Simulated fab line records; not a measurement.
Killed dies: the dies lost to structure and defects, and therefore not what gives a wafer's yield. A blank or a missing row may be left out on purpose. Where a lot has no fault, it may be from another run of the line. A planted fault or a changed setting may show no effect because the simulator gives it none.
Which tool was responsible? -- flow nand_harc -- Sampling: 12 lots, 36 wafers, 5 of 1302 route steps

## WHAT EACH GAUGE READ, for each wafer
NHARC_END_SORT_01. Usual: killed_at_array 63, standard deviation 17; killed_at_other 0.8, standard deviation 1.1; killed_at_periphery 3.5, standard deviation 3; killed_dies 67, standard deviation 17; killed_open 3.1, standard deviation 1.6; killed_short 2.6, standard deviation 1.4.
lot,measured,on,killed_at_array,killed_at_other,killed_at_periphery,killed_dies,killed_open,killed_short,flag
L409,day 29 03:45,prober-02,674 670 667,0 0 2,3 7 8,677 677 677,2 4 5,2 3 2,OFF
L411,day 30 02:14,prober-01,657 662 661,3 1 1,17 14 15,677 677 677,0 2 2,0 3 2,OFF

## TOOL THAT RAN EACH LOT (tool first, then ch and the chambers of the sampled wafers, then the start)
lot,NHARC_A_CONTACT_ETCH_128,NHARC_A_CONTACT_ETCH_132,NHARC_A_CONTACT_ETCH_133,NHARC_A_CONTACT_ETCH_97
L397,"har_cap_etch-03 ch 0,1, day 22 16:31","har_cap_etch-03 ch 0,1, day 22 17:28","har_cap_etch-03 ch 0,1, day 22 17:45","rie_diel-08 ch 0,2, no start"
L400,"har_cap_etch-03 ch 0,1, day 22 22:27","har_cap_etch-03 ch 0,1, day 22 23:10","har_cap_etch-03 ch 0,1, day 22 23:28","rie_diel-08 ch 0,2,3, no start"
L399,"har_cap_etch-02 ch 0,1, day 22 22:44","har_cap_etch-02 ch 0,1, day 22 23:26","har_cap_etch-02 ch 0,1, day 22 23:40","rie_diel-03 ch 1,2,3, no start"
L402,"har_cap_etch-03 ch 0,1, day 23 10:16","har_cap_etch-03 ch 0,1, day 23 10:58","har_cap_etch-03 ch 0,1, day 23 11:14","rie_diel-03 ch 0,1, no start"
L406,"har_cap_etch-02 ch 0,1, day 26 01:56","har_cap_etch-02 ch 0,1, day 26 02:38","har_cap_etch-02 ch 0,1, day 26 02:49","rie_diel-03 ch 1,2,3, no start"
L409,"har_cap_etch-02 ch 0,1, day 26 19:59","har_cap_etch-02 ch 0,1, day 26 20:41","har_cap_etch-02 ch 0,1, day 26 20:52","rie_diel-03 ch 0,2,3, day 29 03:45 or earlier"
L411,"har_cap_etch-03 ch 0,1, day 27 18:32","har_cap_etch-03 ch 0,1, day 27 19:16","har_cap_etch-03 ch 0,1, day 27 19:26","rie_diel-08 ch 0,2,3, day 30 02:14 or earlier"
L413,"har_cap_etch-03 ch 0,1, day 29 00:17","har_cap_etch-03 ch 0,1, day 29 00:59","har_cap_etch-03 ch 0,1, day 29 01:15","rie_diel-06 ch 2,3, no start"
L414,"har_cap_etch-02 ch 0,1, day 29 03:35","har_cap_etch-02 ch 0,1, day 29 04:17","har_cap_etch-02 ch 0,1, day 29 04:30","rie_diel-08 ch 1,3, no start"
L416,"har_cap_etch-02 ch 0,1, day 29 19:08","har_cap_etch-02 ch 0,1, day 29 20:05","har_cap_etch-02 ch 0,1, day 29 20:25","rie_diel-06 ch 1,3, no start"
L417,"har_cap_etch-02 ch 0,1, day 30 12:53","har_cap_etch-02 ch 0,1, day 30 13:36","har_cap_etch-02 ch 0,1, day 30 13:47","rie_diel-03 ch 0,2,3, no start"
L418,"har_cap_etch-01 ch 0,1, day 30 23:23","har_cap_etch-01 ch 0,1, day 31 00:06","har_cap_etch-01 ch 0,1, day 31 00:17","rie_diel-03 ch 0,1,3, no start"
- NHARC_A_CONTACT_ETCH_128: etches the open film in C4F8/O2/Ar, time 197 s, target depth 1918 nm.
- NHARC_A_CONTACT_ETCH_132: etches the open film in C4F8/O2/Ar, time 197 s, target depth 1924 nm.
- NHARC_A_CONTACT_ETCH_133: etches the open film in C4F8/O2/Ar, time 374 s, target depth 1610 nm.
- NHARC_A_CONTACT_ETCH_97: etches the open film in C4F6/O2, target depth 20 nm, time 10 s.

## WHAT THE TOOLS THEMSELVES READ (means of the sampled wafers that have a number; where no wafer has one, the mark that the record gives instead)
NHARC_A_CONTACT_ETCH_128. Usual: chamber_pressure_mTorr 20.000 mTorr, standard deviation 0.018; oes_air_line_au 0.995 a.u., standard deviation 0.02.
lot,tool,chamber_pressure_mTorr (mTorr),oes_air_line_au (a.u.),flag
L397,har_cap_etch-03,20.016,1.014,
L400,har_cap_etch-03,19.997,1.007,
L399,har_cap_etch-02,19.998,0.990,
L402,har_cap_etch-03,19.993,0.998,
L406,har_cap_etch-02,19.984,1.000,
L409,har_cap_etch-02,19.997,0.991,
L411,har_cap_etch-03,19.992,0.996,
L413,har_cap_etch-03,20.007,0.996,
L414,har_cap_etch-02,19.994,0.970,
L416,har_cap_etch-02,20.006,0.990,
L417,har_cap_etch-02,20.002,0.989,
L418,har_cap_etch-01,20.006,0.982,

NHARC_A_CONTACT_ETCH_132. Usual: chamber_pressure_mTorr 19.998 mTorr, standard deviation 0.018; oes_air_line_au 1.001 a.u., standard deviation 0.019.
lot,tool,chamber_pressure_mTorr (mTorr),oes_air_line_au (a.u.),flag
L397,har_cap_etch-03,19.998,1.013,
L400,har_cap_etch-03,19.987,0.993,
L399,har_cap_etch-02,19.986,1.017,
L402,har_cap_etch-03,20.003,1.002,
L406,har_cap_etch-02,19.998,0.971,
L409,har_cap_etch-02,19.996,1.010,
L411,har_cap_etch-03,19.992,1.003,
L413,har_cap_etch-03,20.016,1.005,
L414,har_cap_etch-02,19.989,0.991,
L416,har_cap_etch-02,19.994,0.978,
L417,har_cap_etch-02,20.000,1.019,
L418,har_cap_etch-01,19.997,0.981,

NHARC_A_CONTACT_ETCH_133. Usual: chamber_pressure_mTorr 19.999 mTorr, standard deviation 0.017; oes_air_line_au 1.002 a.u., standard deviation 0.019.
lot,tool,chamber_pressure_mTorr (mTorr),oes_air_line_au (a.u.),flag
L397,har_cap_etch-03,19.995,1.003,
L400,har_cap_etch-03,20.007,1.006,
L399,har_cap_etch-02,19.993,1.010,
L402,har_cap_etch-03,19.998,1.022,
L406,har_cap_etch-02,19.980,0.995,
L409,har_cap_etch-02,-,-,OFF
L411,har_cap_etch-03,-,-,OFF
L413,har_cap_etch-03,19.997,0.999,
L414,har_cap_etch-02,19.984,0.986,
L416,har_cap_etch-02,19.987,1.004,
L417,har_cap_etch-02,19.994,1.001,
L418,har_cap_etch-01,19.994,0.989,

NHARC_A_CONTACT_ETCH_97. Usual: bias_w 499.7 W (standard deviation 1.5); c4f6_flow_sccm 25.00 sccm (standard deviation 0.078); drypump_motor_current_A 5.3 A (standard deviation 0.4); oes_product_au 0.962 a.u. (standard deviation 0.026); rf_vpp_V 548 V (standard deviation 3.6); showerhead_plenum_p_Torr 3.97 Torr (standard deviation 0.17); throttle_valve_pct 26.902 % (standard deviation 0.0084).
lot,tool,bias_w (W),c4f6_flow_sccm (sccm),drypump_motor_current_A (A),oes_product_au (a.u.),rf_vpp_V (V),showerhead_plenum_p_Torr (Torr),throttle_valve_pct (%),flag
L397,rie_diel-08,499.4,24.98,5.0,0.951,543,3.75,26.896,
L400,rie_diel-08,500.8,25.13,5.0,0.958,545,3.89,26.904,
L399,rie_diel-03,499.7,25.01,5.6,0.948,549,4.04,26.903,
L402,rie_diel-03,499.2,24.99,5.7,0.932,547,3.93,26.900,
L406,rie_diel-03,499.5,25.03,5.6,0.995,549,4.03,26.906,
L409,rie_diel-03,500.0,24.96,5.3,0.990,547,3.95,26.912,
L411,rie_diel-08,500.1,25.04,5.0,0.990,545,3.86,26.903,
L413,rie_diel-06,500.1,24.94,4.9,1.006,553,4.21,26.907,
L414,rie_diel-08,498.9,24.90,5.0,0.946,548,3.97,26.899,
L416,rie_diel-06,499.4,25.00,5.1,1.006,552,4.19,26.907,
L417,rie_diel-03,499.5,24.94,5.3,0.938,547,3.94,26.891,
L418,rie_diel-03,501.3,25.02,5.4,0.947,547,3.95,26.904,

## THE ANSWER, worked out from the rows above alone
Rule: a lot counts as off when the mean over its wafers that have a number is more than 3 standard deviations away from the usual mean. Also off: a lot with no number at a reading for which 4 or more lots have one. The other lots that the step has rows for count as sound. The gauges are gone through in route order, then the tools' own readings, and for those a lot's mean is taken as printed above. The first step at which some lot is off is used, and at that step the reading that is off furthest; a lot without a number counts as furthest.
Off: L409, L411 (NHARC_END_SORT_01, killed_dies). Neither off nor sound, because the step has no rows for them: L397, L400, L399, L402, L406, L413, L414, L416, L417, L418.
A tool fits if, at a process step before that reading, it ran every lot that is off, and no sound lot after the first of them. Not tried: the gauges at NHARC_END_SORT_01; whatever is off there is also off at NHARC_A_CONTACT_ETCH_133, on other tools, and gauge error can't account for it. NHARC_A_CONTACT_ETCH_97 gives no start for some lots, so the hours and the order of its lots are those of NHARC_END_SORT_01. Of those tried, none fits.

## WHAT WAS PUT IN BY THE SIMULATOR
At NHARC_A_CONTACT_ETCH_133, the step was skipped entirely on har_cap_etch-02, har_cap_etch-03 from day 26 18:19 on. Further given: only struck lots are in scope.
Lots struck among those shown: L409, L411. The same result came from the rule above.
